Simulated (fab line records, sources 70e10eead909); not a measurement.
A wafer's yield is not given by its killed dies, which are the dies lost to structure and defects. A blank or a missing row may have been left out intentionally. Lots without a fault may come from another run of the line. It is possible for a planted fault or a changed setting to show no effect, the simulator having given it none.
Which tool was responsible? || flow nand harc || Sampling: 7 lots, 21 wafers, 3 of 1302 route steps

== WHAT THE GAUGES SHOWED, per wafer ==
NHARC_END_SORT_01.
{"lot": "L434", "measured": "day 25 06:03", "on": "prober-01", "killed at periphery": "2 2 0"}
{"lot": "L436", "measured": "day 25 13:08", "on": "prober-01", "killed at periphery": "8 6 5"}
{"lot": "L440", "measured": "day 26 21:34", "on": "prober-02", "killed at periphery": "1 0 2"}
{"lot": "L443", "measured": "day 28 10:50", "on": "prober-01", "killed at periphery": "612 10 7"}

== WHAT TOOL EACH LOT RAN ON (gives the tool, then ch and the chambers of the sampled wafers, and finally the start) ==
{"lot": "L434", "NHARC_P_BONDPAD_ECD_18": "ecd cu-01 ch 0,1, day 7 03:05", "NHARC_A_BONDPAD_CMP_19": "cmp-04 ch 0,1,3, day 23 22:15"}
{"lot": "L436", "NHARC_P_BONDPAD_ECD_18": "ecd cu-02 ch 0,1, day 7 21:59", "NHARC_A_BONDPAD_CMP_19": "cmp-04 ch 0,1,3, day 24 03:34"}
{"lot": "L438", "NHARC_P_BONDPAD_ECD_18": "ecd cu-02 ch 0,1, day 8 22:14", "NHARC_A_BONDPAD_CMP_19": "cmp-01 ch 0,3, day 25 00:55"}
{"lot": "L440", "NHARC_P_BONDPAD_ECD_18": "ecd cu-02 ch 0,1, day 9 11:20", "NHARC_A_BONDPAD_CMP_19": "cmp-04 ch 0,2, day 25 17:55"}
{"lot": "L443", "NHARC_P_BONDPAD_ECD_18": "ecd cu-02 ch 0,1, day 10 19:14", "NHARC_A_BONDPAD_CMP_19": "cmp-01 ch 1,3, day 27 06:58"}
{"lot": "L453", "NHARC_P_BONDPAD_ECD_18": "ecd cu-02 ch 0,1, day 15 04:32", "NHARC_A_BONDPAD_CMP_19": "cmp-02 ch 0,1,3, day 31 14:29"}
{"lot": "L455", "NHARC_P_BONDPAD_ECD_18": "ecd cu-01 ch 0,1, day 16 01:50", "NHARC_A_BONDPAD_CMP_19": "cmp-04 ch 0,1, day 32 03:04"}
- NHARC_P_BONDPAD_ECD_18: material Cu, target thk 400 nm.
- NHARC_A_BONDPAD_CMP_19: polishes, t overpolish 30 s, cu recess touch 16 s, target thk 169.82 nm.

== THE ANSWER, worked out from the rows above alone ==
Rule: what is usual is taken from the lots themselves. The widest of any qualifying gaps counts: lots, ordered by their means at a reading, are off when they make up no more than a third of the lots, leave a main group of 4 or more, and stand apart from it by 3 or more times the standard deviation of that group's means. If all means in a main group match to the digits the tables above print for the reading, that group is not used. A lot without any number at a reading at which 4 lots or more have one is off too. Where the step has rows for the other lots, those lots are counted as sound.
None of the lots is off at any reading shown; this tells nothing.

== WHAT HAD BEEN PUT IN BY THE SIMULATOR ==
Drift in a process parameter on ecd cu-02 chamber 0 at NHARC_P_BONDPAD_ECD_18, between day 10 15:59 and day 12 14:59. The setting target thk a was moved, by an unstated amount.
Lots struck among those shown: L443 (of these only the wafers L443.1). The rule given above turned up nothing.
